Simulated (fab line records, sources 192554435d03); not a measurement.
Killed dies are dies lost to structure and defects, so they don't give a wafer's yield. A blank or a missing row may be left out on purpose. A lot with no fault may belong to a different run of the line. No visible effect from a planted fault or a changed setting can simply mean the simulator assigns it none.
fab line records	flow n5Finfet
record lots=7	wafers=21
route steps=1938 shown BEOL_M10@1500 BEOL_M11@1573 BEOL_M12@1623 BEOL_M13@1673 BEOL_M14@1742
startH: hours from the record's first day to the start of the lot's first wafer shown	waitH: hours since the lot's step before	" same as the row above	L1.1+2: a single row standing in for several wafers	- either no value or no given start	* or withheld: withheld	< > ~ a bound
route shown NAME@n: names a module that has steps shown in the file, with the first one's number in the route	usual: mean/standard deviation of fault-free wafers	same: alike in all rows	chamber/n: place in a boat	sites: each site's reading	_std_site: their standard deviation	_edge_site: outer sites' mean less inner sites'	radiusMm: for every site, how far away it sits from the centre of the wafer	mask NAME#n: copy n	behind: tool/chamber where the wafer was last shaped	hold: why the lot went on hold/how many hours it stayed there/how the hold came to an end	device: which transistor (n, p or np) failed to switch	end of line: the tests these same wafers got at the end of their route	a step without rows: its recipe alone	killed: at the first sort, the dies lost to defects and structure; wafer yield is something else	map: shows each die of a wafer: x if killed, . if not, _ if none is there
set.NAME: the setting the step ran with; set.NAME@STEP: the setting that earlier step ran with	model.NAME: the simulator's own value behind a step, which no gauge read
lots whose settings were changed on purpose; a table a step, a row a wafer
## steps
# step N5_BEOL_M10_PEB_26
# recipe pebTempC=withheld	pebTimeS=60	resist=CAR-ArF
lot.wafer	tool	chamber	startH	waitH	set.pebTimeS
L075.1	lithoTrack-03	0	222.07	0.1	63.74
L075.2+3	"	0	"	"	60
L076.2	lithoTrack-02	0	232.19	0.1	67.69
L076.4+6	"	0	"	"	60
L081.2+3+6	lithoTrack-01	0	249.19	0.1	60
L086.1+3	lithoTrack-01	0	291.27	0.1	54.4
L086.5	"	0	"	"	60
L087.3+5	lithoTrack-03	0	294.23	0.0	60
L087.4	"	0	"	"	46.99
L091.2+3	lithoTrack-02	0	313.34	0.1	64.12
L091.4	"	0	"	"	60
L092.1+6	lithoTrack-03	0	322.23	0.1	68.78
L092.4	"	0	"	"	60
# step N5_BEOL_M10_DEVELOP_27
# recipe developTimeS=30	developer=TMAH	resist=CAR-ArF	rinseLiquid=diw	dry=airSpin	devTempC=23
# step N5_BEOL_M10_CD_MEAS_28
# recipe targetCdNm=70	landingEnergyEv=500	detector=seInlens	polarity=opening
# usual cdNm=69.6/0.87
lot.wafer	tool	chamber	startH	waitH	set.pebTimeS@BEOL_M10_PEB_26	cdNm
L075.1	cdSem-03	0	222.14	-	63.74	73.5
L075.2	"	0	"	"	60	70.2
L075.3	"	0	"	"	60	71.1
L076.2	cdSem-03	0	232.26	-	67.69	75.7
L076.4	"	0	"	"	60	69.9
L076.6	"	0	"	"	60	70.3
L081.2	cdSem-03	0	249.26	-	60	70.9
L081.3	"	0	"	"	60	69.7
L081.6	"	0	"	"	60	70.3
L086.1	cdSem-03	0	291.34	-	54.4	65.7
L086.3	"	0	"	"	54.4	65.3
L086.5	"	0	"	"	60	68.1
L087.3	cdSem-03	0	294.30	-	60	68.3
L087.4	"	0	"	"	46.99	57.9
L087.5	"	0	"	"	60	69.1
L091.2	cdSem-03	0	313.40	-	64.12	73.2
L091.3	"	0	"	"	64.12	73.1
L091.4	"	0	"	"	60	71.0
L092.1	cdSem-02	0	322.29	-	68.78	74.8
L092.4	"	0	"	"	60	68.8
L092.6	"	0	"	"	68.78	75.4
# step N5_BEOL_M11_ETCH_66
# recipe chemistry=N2/H2	target=SOC	targetDepthA=1200	overetchA=240	maskMaterial=SiARC	tempC=40	timeS=180	ionEnergyEv=200	pressureMtorr=30	sourceW=840	biasW=150	n2FlowSccm=200	h2FlowSccm=200
lot.wafer	tool	chamber	startH	waitH	set.timeS	model.SiARC_of_BEOL_M11_COAT_64.thkNm
L075.1+3	rieDiel-06	0,3	232.31	0.0	180	22.8
L075.2	"	2	"	"	180	23.2
L076.2+4	rieDiel-06	2	241.69	0.0	215.8	21.6
L076.6	"	0	"	"	180	22.6
L081.2+3+6	rieDiel-03	0,1,0	256.04	0.0	180	23
L086.1	rieDiel-03	1	296.81	0.0	142.5	24.4
L086.3+5	"	2,3	"	"	180	22.8
L087.3	rieDiel-06	1	300.55	0.0	180	22.4
L087.4	"	0	"	"	199.6	21.6
L087.5	"	2	"	"	199.6	22.2
L091.2	rieDiel-03	0	322.55	0.0	200.4	21.6
L091.3+4	"	3,2	"	"	180	22.6
L092.1+4	rieDiel-06	3,1	332.53	0.0	180	22.6
L092.6	"	3	"	"	196	22.2
# step N5_BEOL_M11_TRENCH_ETCH_37
# recipe chemistry=C4F6/O2	targetDepthA=1488.3	target=SiCOH_lowk	timeS=48	ionEnergyEv=250	pressureMtorr=30	sourceW=345	biasW=185	Ar_flow_sccm=300	C4F6_flow_sccm=10	O2_flow_sccm=10
# usual rfVppV=666/6
lot.wafer	tool	chamber	startH	waitH	set.biasW	rfVppV
L075.1	rieDiel-06	0	-	-	185	663
L075.2	"	2	"	"	185	653
L075.3	"	3	"	"	185	670
L076.2	rieDiel-06	2	-	-	185	654
L076.4	"	2	"	"	201.3	699
L076.6	"	0	"	"	185	664
L081.2	rieDiel-03	0	-	-	185	671
L081.3	"	1	"	"	185	671
L081.6	"	0	"	"	185	672
L086.1	rieDiel-03	1	-	-	162.4	606
L086.3	"	2	"	"	162.4	606
L086.5	"	3	"	"	185	667
L087.3	rieDiel-06	1	-	-	204.1	723
L087.4	"	0	"	"	204.1	715
L087.5	"	2	"	"	204.1	706
L091.2	rieDiel-03	0	-	-	185	672
L091.3	"	3	"	"	216.2	754
L091.4	"	2	"	"	216.2	761
L092.1	rieDiel-06	3	-	-	185	667
L092.4	"	1	"	"	185	669
L092.6	"	3	"	"	185	668
# step N5_BEOL_M12_COAT_65
# recipe resist=SOC	tempC=250	timeS=60	spinRpm=1500	resistThkNm=300
lot.wafer	tool	chamber	startH	waitH	set.spinRpm	model.SOC_of_BEOL_M12_COAT_65.thkNm
L075.1	lithoTrack-02	0	236.42	0.0	1500	299.8
L075.2	"	0	"	"	1500	301.4
L075.3	"	0	"	"	1400	310.4
L076.2	lithoTrack-05	0	247.52	0.0	1500	300.8
L076.4+6	"	0	"	"	1500	299.4
L081.2	lithoTrack-01	0	260.41	0.0	1500	299
L081.3+6	"	0	"	"	1500	300.2
L086.1	lithoTrack-05	0	300.85	0.0	1500	300
L086.3	"	0	"	"	1500	300.2
L086.5	"	0	"	"	1500	299.8
L087.3	lithoTrack-01	0	304.91	0.0	1500	297.8
L087.4	"	0	"	"	1340	315.8
L087.5	"	0	"	"	1500	299.6
L091.2	lithoTrack-05	0	327.78	0.0	1609	289.4
L091.3	"	0	"	"	1500	300.2
L091.4	"	0	"	"	1609	289.8
L092.1	lithoTrack-05	0	337.04	0.0	1500	300.4
L092.4	"	0	"	"	1500	301
L092.6	"	0	"	"	1500	300.6
# step N5_BEOL_M13_ETCH_59
# recipe chemistry=N2/H2	target=BARC	targetDepthA=890	overetchA=267	timeS=67.9	ionEnergyEv=200	pressureMtorr=30	sourceW=840	biasW=150	n2FlowSccm=200	h2FlowSccm=200
lot.wafer	tool	chamber	startH	waitH	set.timeS	model.coat_of_BEOL_M13_COAT_04.thkNm
L075.1	rieDiel-03	0	244.36	0.0	67.9	318.6
L075.2	"	1	"	"	67.9	318
L075.3	"	2	"	"	67.9	318.4
L076.2+4	rieDiel-01	3,1	252.72	0.0	67.9	317.4
L076.6	"	0	"	"	67.9	317.6
L081.2	rieDiel-06	0	265.25	0.0	67.9	318.4
L081.3	"	3	"	"	67.9	318.8
L081.6	"	1	"	"	67.9	318.2
L086.1	rieDiel-06	2	305.12	0.0	75.15	312.4
L086.3	"	0	"	"	67.9	316.6
L086.5	"	3	"	"	75.15	308.4
L087.3	rieDiel-03	0	313.90	0.0	67.9	318
L087.4	"	3	"	"	67.9	317.4
L087.5	"	2	"	"	75.71	310.2
L091.2	rieDiel-03	3	332.32	0.0	67.9	315.4
L091.3	"	1	"	"	67.9	316.8
L091.4	"	2	"	"	55.95	327.6
L092.1	rieDiel-03	2	341.67	0.0	74.62	310.4
L092.4	"	0	"	"	67.9	317.4
L092.6	"	1	"	"	67.9	318
# step N5_BEOL_M13_EXPOSE_25
# recipe maskId=M13	na=0.93	sourceShape=conventional	sigmaOuter=0.4	polarization=unpolarized	targetCdNm=210	doseMj=22
lot.wafer	tool	chamber	startH	waitH	mask	set.doseMj
L075.1+3	krfScanner-02	0	245.01	-	M13#0	22
L075.2	"	0	"	"	M13#0	23.36
L076.2+4	krfScanner-02	0	253.38	-	M13#0	23.55
L076.6	"	0	"	"	M13#0	22
L081.2+3+6	krfScanner-02	0	266.03	-	M13#0	22
L086.1+3+5	krfScanner-02	0	305.76	-	M13#0	20.53
L087.3+4	krfScanner-01	0	314.56	-	M13#0	22
L087.5	"	0	"	"	M13#0	23.25
L091.2+4	krfScanner-02	0	332.98	-	M13#0	23.43
L091.3	"	0	"	"	M13#0	22
L092.1	krfScanner-01	0	342.45	-	M13#0	21.41
L092.4+6	"	0	"	"	M13#0	22
# step N5_BEOL_M13_PEB_26
# recipe pebTempC=130	pebTimeS=90
# step N5_BEOL_M13_DEVELOP_27
# recipe developTimeS=45	rinseLiquid=diw	dry=airSpin	devTempC=21
# step N5_BEOL_M13_HARDBAKE_32
# recipe tempC=130	timeS=120
# step N5_BEOL_M13_CD_MEAS_28
# recipe targetCdNm=209.5	landingEnergyEv=500	detector=seInlens
# usual cdNm=209.2/0.82
lot.wafer	tool	chamber	startH	waitH	set.doseMj@BEOL_M13_EXPOSE_25	cdNm
L075.1	cdSem-03	0	245.18	-	22	209.1
L075.2	"	0	"	"	23.36	215.1
L075.3	"	0	"	"	22	209.5
L076.2	cdSem-03	0	253.55	-	23.55	215.7
L076.4	"	0	"	"	23.55	215.3
L076.6	"	0	"	"	22	209.3
L081.2	cdSem-03	0	266.20	-	22	208.4
L081.3	"	0	"	"	22	208.9
L081.6	"	0	"	"	22	209.1
L086.1	cdSem-01	0	305.94	-	20.53	202.9
L086.3	"	0	"	"	20.53	204.5
L086.5	"	0	"	"	20.53	203.4
L087.3	cdSem-01	0	314.73	-	22	208.4
L087.4	"	0	"	"	22	207.9
L087.5	"	0	"	"	23.25	214.7
L091.2	cdSem-03	0	333.14	-	23.43	215.1
L091.3	"	0	"	"	22	207.9
L091.4	"	0	"	"	23.43	215.0
L092.1	cdSem-03	0	342.62	-	21.41	205.9
L092.4	"	0	"	"	22	209.3
L092.6	"	0	"	"	22	208.0
# step N5_BEOL_M13_DESCUM_33
# recipe chemistry=O2	timeS=7.9	sourcePowerW=50	biasPowerW=20	pressureMtorr=20	rfFrequencyHz=2.712e+07	tempC=40	o2FlowSccm=225
lot.wafer	tool	chamber	startH	waitH	set.doseMj@BEOL_M13_EXPOSE_25	model.BEOL_M13.cdNm
L075.1	rieDiel-03	0	245.32	0.1	22	209.2
L075.2	"	1	"	"	23.36	215
L075.3	"	2	"	"	22	209.4
L076.2+4	rieDiel-01	1	253.64	0.0	23.55	215.6
L076.6	"	0	"	"	22	209.4
L081.2+3	rieDiel-06	0,3	266.28	0.0	22	209
L081.6	"	1	"	"	22	209.4
L086.1	rieDiel-03	1	306.02	0.0	20.53	202.6
L086.3	"	2	"	"	20.53	204.4
L086.5	"	0	"	"	20.53	203.2
L087.3	rieDiel-03	0	314.81	0.0	22	208.4
L087.4	"	1	"	"	22	208
L087.5	"	2	"	"	23.25	214.8
L091.2	rieDiel-06	3	333.55	0.3	23.43	215
L091.3	"	1	"	"	22	207.8
L091.4	"	0	"	"	23.43	214.8
L092.1	rieDiel-06	0	342.71	0.0	21.41	206
L092.4	"	3	"	"	22	209.4
L092.6	"	1	"	"	22	208.4
# step N5_BEOL_M13_ETCH_67
# recipe chemistry=CF4	target=SiARC	targetDepthA=1430	timeS=238.3	ionEnergyEv=80	pressureMtorr=40	sourceW=545	biasW=36	Ar_flow_sccm=100	cf4FlowSccm=100	ends=cleared
# step N5_BEOL_M13_ETCH_68
# recipe chemistry=N2/H2	target=SOC	maskMaterial=SiARC	sourceW=3000	biasW=350	tempC=40	timeS=355	ionEnergyEv=200	pressureMtorr=30	n2FlowSccm=200	h2FlowSccm=200
lot.wafer	tool	chamber	startH	waitH	set.doseMj@BEOL_M13_EXPOSE_25	model.BEOL_M13.cdNm
L075.1	rieDiel-03	0	245.50	0.1	22	209.6
L075.2	"	1	"	"	23.36	213.2
L075.3	"	2	"	"	22	210
L076.2	rieDiel-01	1	253.82	0.1	23.55	216.4
L076.4	"	1	"	"	23.55	216.2
L076.6	"	0	"	"	22	210.6
L081.2	rieDiel-06	0	266.46	0.1	22	211
L081.3	"	3	"	"	22	210.4
L081.6	"	1	"	"	22	212
L086.1	rieDiel-03	1	306.21	0.1	20.53	201.2
L086.3	"	2	"	"	20.53	204
L086.5	"	0	"	"	20.53	202
L087.3	rieDiel-03	0	314.99	0.1	22	208.2
L087.4	"	1	"	"	22	207.8
L087.5	"	2	"	"	23.25	215.4
L091.2	rieDiel-06	3	333.73	0.1	23.43	216.4
L091.3	"	1	"	"	22	209.2
L091.4	"	0	"	"	23.43	215.8
L092.1	rieDiel-06	0	342.89	0.1	21.41	208.2
L092.4	"	3	"	"	22	211
L092.6	"	1	"	"	22	210.4
# step N5_BEOL_M13_STRIP_69
# recipe chemistry=N2/H2	tempC=40	n2FlowSccm=200	h2FlowSccm=200	rfFrequencyHz=6e+07
# step N5_BEOL_M13_TRENCH_ETCH_34
# recipe chemistry=C4F8/O2/Ar	target=SiOC	targetDepthA=4134.7	maskMaterial=SOC	pressureMtorr=30	sourceW=3000	biasW=700	Ar_flow_sccm=400	C4F8_flow_sccm=15	O2_flow_sccm=8	heInnerTorr=15	heOuterTorr=30	timeS=162.6	ionEnergyEv=250
lot.wafer	tool	chamber	startH	waitH	set.doseMj@BEOL_M13_EXPOSE_25	model.BEOL_M13.cdNm
L075.1	rieDiel-03	0	245.72	0.0	22	209.6
L075.2	"	1	"	"	23.36	213
L075.3	"	2	"	"	22	209.8
L076.2	rieDiel-01	1	254.04	0.0	23.55	216.8
L076.4	"	1	"	"	23.55	216.2
L076.6	"	0	"	"	22	210.6
L081.2	rieDiel-06	0	266.68	0.0	22	211
L081.3	"	3	"	"	22	210.6
L081.6	"	1	"	"	22	212
L086.1	rieDiel-03	1	306.43	0.0	20.53	201
L086.3	"	2	"	"	20.53	203.8
L086.5	"	0	"	"	20.53	201.8
L087.3	rieDiel-03	0	315.21	0.0	22	208.4
L087.4	"	1	"	"	22	207.6
L087.5	"	2	"	"	23.25	215.6
L091.2	rieDiel-06	3	333.95	0.0	23.43	216.6
L091.3	"	1	"	"	22	209
L091.4	"	0	"	"	23.43	215.8
L092.1	rieDiel-06	0	343.11	0.0	21.41	208
L092.4	"	3	"	"	22	211
L092.6	"	1	"	"	22	210.4
# step N5_BEOL_M13_STRIP_70
# recipe chemistry=C4F8/O2/Ar	resist=SiARC	rfFrequencyHz=6e+07
# step N5_BEOL_M13_STRIP_37
# recipe chemistry=N2/H2	powerW=1000	tempC=250	h2Frac=0.65	overashFraction=0.3	pressureMtorr=withheld	n2FlowSccm=1750	h2FlowSccm=3250
# step N5_BEOL_M13_ETCH_38
# recipe chemistry=CF4/N2	target=SiCN	targetDepthA=675	taperDeg=2	timeS=71.9	ionEnergyEv=150	maskMaterial=SiO2	pressureMtorr=40	sourceW=430	biasW=70	Ar_flow_sccm=100	cf4FlowSccm=60	n2FlowSccm=60
lot.wafer	tool	chamber	startH	waitH	set.doseMj@BEOL_M13_EXPOSE_25	model.BEOL_M13.cdNm
L075.1	rieDiel-06	3	250.91	-	22	209.6
L075.2	"	2	"	"	23.36	212.8
L075.3	"	0	"	"	22	209.8
L076.2	rieDiel-01	3	258.30	-	23.55	216.8
L076.4	"	0	"	"	23.55	216.2
L076.6	"	3	"	"	22	210.6
L081.2	rieDiel-01	1	268.18	-	22	211
L081.3	"	0	"	"	22	210.6
L081.6	"	1	"	"	22	212
L086.1	rieDiel-03	2	308.10	-	20.53	201
L086.3	"	3	"	"	20.53	203.8
L086.5	"	1	"	"	20.53	201.8
L087.3	rieDiel-06	1	319.37	-	22	208.2
L087.4	"	2	"	"	22	207.6
L087.5	"	2	"	"	23.25	215.4
L091.2	rieDiel-06	3	334.82	-	23.43	216.6
L091.3	"	2	"	"	22	209
L091.4	"	0	"	"	23.43	215.8
L092.1	rieDiel-06	1	344.54	-	21.41	208
L092.4	"	0	"	"	22	211
L092.6	"	1	"	"	22	210.4
# step N5_BEOL_M14_EXPOSE_25
# recipe maskId=M14	na=0.8	sourceShape=annular	sigmaInner=0.5	sigmaOuter=0.8	polarization=unpolarized	targetCdNm=280	doseMj=26.6
lot.wafer	tool	chamber	startH	waitH	mask	set.doseMj
L075.1+3	krfScanner-02	0	254.99	-	M14#0	28.24
L075.2	"	0	"	"	M14#0	26.6
L076.2+4	krfScanner-01	0	262.87	-	M14#0	26.6
L076.6	"	0	"	"	M14#0	24.78
L081.2+3+6	krfScanner-01	0	271.16	-	M14#0	26.6
L086.1+5	krfScanner-01	0	311.38	-	M14#0	26.6
L086.3	"	0	"	"	M14#0	27.89
L087.3	krfScanner-01	0	322.31	-	M14#0	28.55
L087.4+5	"	0	"	"	M14#0	26.6
L091.2+4	krfScanner-01	0	338.84	-	M14#0	26.6
L091.3	"	0	"	"	M14#0	24.73
L092.1+4	krfScanner-02	0	347.92	-	M14#0	26.6
L092.6	"	0	"	"	M14#0	24.77
# step N5_BEOL_M14_DEVELOP_27
# recipe developTimeS=45	rinseLiquid=diw	dry=airSpin	devTempC=21
lot.wafer	tool	chamber	startH	waitH	set.developTimeS
L075.1+2+3	lithoTrack-01	0	-	-	45
L076.2+4+6	lithoTrack-05	0	-	-	37.69
L081.2+3+6	lithoTrack-01	0	-	-	45
L086.1+3	lithoTrack-04	0	-	-	45
L086.5	"	0	"	"	51.62
L087.3	lithoTrack-01	0	-	-	51.36
L087.4+5	"	0	"	"	45
L091.2	lithoTrack-04	0	-	-	48.47
L091.3+4	"	0	"	"	45
L092.1+4	lithoTrack-04	0	-	-	45
L092.6	"	0	"	"	49.85
# step N5_BEOL_M14_HARDBAKE_32
# recipe tempC=130	timeS=120
# step N5_BEOL_M14_CD_MEAS_28
# recipe targetCdNm=284.4	landingEnergyEv=500	detector=seInlens
# usual cdNm=284.7/1.3
lot.wafer	tool	chamber	startH	waitH	set.doseMj@BEOL_M14_EXPOSE_25	cdNm
L075.1	cdSem-03	0	255.16	-	28.24	294.3
L075.2	"	0	"	"	26.6	284.5
L075.3	"	0	"	"	28.24	292.4
L076.2	cdSem-02	0	263.03	-	26.6	283.3
L076.4	"	0	"	"	26.6	283.7
L076.6	"	0	"	"	24.78	270.3
L081.2	cdSem-01	0	271.33	-	26.6	288.8
L081.3	"	0	"	"	26.6	287.1
L081.6	"	0	"	"	26.6	285.0
L086.1	cdSem-02	0	311.55	-	26.6	283.2
L086.3	"	0	"	"	27.89	290.3
L086.5	"	0	"	"	26.6	284.2
L087.3	cdSem-02	0	322.47	-	28.55	299.1
L087.4	"	0	"	"	26.6	286.9
L087.5	"	0	"	"	26.6	286.6
L091.2	cdSem-01	0	339.00	-	26.6	285.1
L091.3	"	0	"	"	24.73	273.6
L091.4	"	0	"	"	26.6	285.4
L092.1	cdSem-03	0	348.09	-	26.6	284.7
L092.4	"	0	"	"	26.6	284.3
L092.6	"	0	"	"	24.77	272.4
# step N5_BEOL_M14_DESCUM_33
# recipe chemistry=O2	timeS=7.9	sourcePowerW=50	biasPowerW=20	pressureMtorr=20	rfFrequencyHz=2.712e+07	tempC=40	o2FlowSccm=225
lot.wafer	tool	chamber	startH	waitH	set.doseMj@BEOL_M14_EXPOSE_25	model.BEOL_M14.cdNm
L075.1	rieDiel-04	3	255.25	0.0	28.24	294.2
L075.2	"	2	"	"	26.6	284.8
L075.3	"	1	"	"	28.24	292.4
L076.2	rieDiel-04	0	263.13	0.0	26.6	283.2
L076.4	"	3	"	"	26.6	283.6
L076.6	"	3	"	"	24.78	270.4
L081.2	rieDiel-02	2	271.41	0.0	26.6	288.8
L081.3	"	0	"	"	26.6	287.6
L081.6	"	0	"	"	26.6	285.2
L086.1	rieDiel-05	0	311.64	0.0	26.6	283
L086.3	"	3	"	"	27.89	290.2
L086.5	"	1	"	"	26.6	284
L087.3	rieDiel-04	0	322.65	0.1	28.55	299.2
L087.4	"	3	"	"	26.6	287.2
L087.5	"	0	"	"	26.6	286.6
L091.2+4	rieDiel-02	0,3	339.25	0.2	26.6	285.2
L091.3	"	2	"	"	24.73	273.6
L092.1	rieDiel-04	0	348.18	0.0	26.6	284.8
L092.4	"	1	"	"	26.6	284.4
L092.6	"	1	"	"	24.77	272.6
# step N5_BEOL_M14_ETCH_67
# recipe chemistry=CF4	target=SiARC	targetDepthA=1430	timeS=238.3	ionEnergyEv=80	pressureMtorr=40	sourceW=545	biasW=36	Ar_flow_sccm=100	cf4FlowSccm=100	ends=cleared
# step N5_BEOL_M14_ETCH_68
# recipe chemistry=N2/H2	target=SOC	maskMaterial=SiARC	sourceW=3000	biasW=350	tempC=40	timeS=450	ionEnergyEv=200	pressureMtorr=30	n2FlowSccm=200	h2FlowSccm=200
lot.wafer	tool	chamber	startH	waitH	set.doseMj@BEOL_M14_EXPOSE_25	model.BEOL_M14.cdNm
L075.1	rieDiel-04	3	255.43	0.1	28.24	290.4
L075.2	"	2	"	"	26.6	280.6
L075.3	"	1	"	"	28.24	287.6
L076.2	rieDiel-04	0	263.31	0.1	26.6	277.2
L076.4	"	3	"	"	26.6	280
L076.6	"	3	"	"	24.78	265.6
L081.2	rieDiel-02	2	271.59	0.1	26.6	284.6
L081.3	"	0	"	"	26.6	285.6
L081.6	"	0	"	"	26.6	282.4
L086.1	rieDiel-05	0	311.82	0.1	26.6	278
L086.3	"	3	"	"	27.89	286.2
L086.5	"	1	"	"	26.6	279.8
L087.3	rieDiel-04	0	322.83	0.1	28.55	295.6
L087.4	"	3	"	"	26.6	283.2
L087.5	"	0	"	"	26.6	282.6
L091.2+4	rieDiel-02	0,3	339.44	0.1	26.6	280.4
L091.3	"	2	"	"	24.73	268.2
L092.1	rieDiel-04	0	348.36	0.1	26.6	281.6
L092.4	"	1	"	"	26.6	281.2
L092.6	"	1	"	"	24.77	268
## key
split step=N5_BEOL_M10_PEB_26	setting=pebTimeS	stated=60	by=wafer
response step=N5_BEOL_M10_CD_MEAS_28	reading=cdNm	change=+0.445	per=1%	r=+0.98
split step=N5_BEOL_M11_ETCH_66	setting=timeS	stated=180	by=wafer
response step=N5_BEOL_M11_ETCH_66	reading=model.SiARC_of_BEOL_M11_COAT_64.thkNm	change=-0.0637	per=1%	r=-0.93
split step=N5_BEOL_M11_TRENCH_ETCH_37	setting=biasW	stated=185	by=wafer
response step=N5_BEOL_M11_TRENCH_ETCH_37	reading=rfVppV	change=+4.96	per=1%	r=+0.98
split step=N5_BEOL_M12_COAT_65	setting=spinRpm	stated=1500	by=wafer
response step=N5_BEOL_M12_COAT_65	reading=model.SOC_of_BEOL_M12_COAT_65.thkNm	change=-1.54	per=1%	r=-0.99
split step=N5_BEOL_M13_ETCH_59	setting=timeS	stated=67.9	by=wafer
response step=N5_BEOL_M13_ETCH_59	reading=model.coat_of_BEOL_M13_COAT_04.thkNm	change=-0.653	per=1%	r=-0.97
split step=N5_BEOL_M13_EXPOSE_25	setting=doseMj	stated=22	by=wafer
response step=N5_BEOL_M13_CD_MEAS_28	reading=cdNm	change=+1.01	per=1%	r=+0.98
response step=N5_BEOL_M13_DESCUM_33	reading=model.BEOL_M13.cdNm	change=+1	per=1%	r=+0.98
response step=N5_BEOL_M13_ETCH_68	reading=model.BEOL_M13.cdNm	change=+0.913	per=1%	r=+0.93
response step=N5_BEOL_M13_TRENCH_ETCH_34	reading=model.BEOL_M13.cdNm	change=+0.939	per=1%	r=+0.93
response step=N5_BEOL_M13_ETCH_38	reading=model.BEOL_M13.cdNm	change=+0.928	per=1%	r=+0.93
split step=N5_BEOL_M14_EXPOSE_25	setting=doseMj	stated=26.6	by=wafer
response step=N5_BEOL_M14_CD_MEAS_28	reading=cdNm	change=+1.67	per=1%	r=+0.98
response step=N5_BEOL_M14_DESCUM_33	reading=model.BEOL_M14.cdNm	change=+1.65	per=1%	r=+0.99
response step=N5_BEOL_M14_ETCH_68	reading=model.BEOL_M14.cdNm	change=+1.73	per=1%	r=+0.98
split step=N5_BEOL_M14_DEVELOP_27	setting=developTimeS	stated=45	by=wafer
response none clear
